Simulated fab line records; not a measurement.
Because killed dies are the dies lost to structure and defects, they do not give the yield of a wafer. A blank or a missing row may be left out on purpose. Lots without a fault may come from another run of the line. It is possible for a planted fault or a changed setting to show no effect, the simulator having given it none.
Which tool is to blame? | flow nand harc | 7 lots, 21 wafers sampled, at 1 step of a route of 1302

## WHAT THE GAUGES READ, wafer by wafer
NHARC_P_M0_CD_MEAS_16.
lot  | measured     | on        | cd nm (nm)
L530 | day 6 12:47  | cd sem-03 | 90.7 90.1 89.9
L535 | day 8 11:01  | cd sem-01 | 89.9 89.5 89.2
L536 | day 8 22:34  | cd sem-03 | 90.7 90.3 92.0
L539 | day 10 10:09 | cd sem-02 | 91.2 90.1 90.1
L545 | day 12 20:32 | cd sem-02 | 89.0 89.6 88.9
L548 | day 13 20:02 | cd sem-02 | 90.6 89.4 89.6
L551 | day 15 05:12 | cd sem-03 | 89.7 89.8 89.8

## TOOL THAT RAN EACH LOT (tool first, then ch and the chambers of the sampled wafers, then the start)
The record shows no process step preceding these readings.

## THE ANSWER, worked out from the rows above alone
Rule: what is usual is taken from the lots themselves. Put in order of their means at a reading, lots are off if they are a third of the lots or fewer, leave a main group of 4 or more, and stand apart from it by a gap of 3 or more times the standard deviation of the main group's means; of several such gaps the widest counts. The tables above print the reading to a certain number of digits; a main group whose means all agree to those digits is not used. A lot without any number at a reading at which 4 lots or more have one is off too. Where the step has rows for the other lots, those lots are counted as sound.
Across all readings shown, no lot is off: no conclusion can be drawn from this.

## WHAT THE SIMULATOR HAD PUT IN
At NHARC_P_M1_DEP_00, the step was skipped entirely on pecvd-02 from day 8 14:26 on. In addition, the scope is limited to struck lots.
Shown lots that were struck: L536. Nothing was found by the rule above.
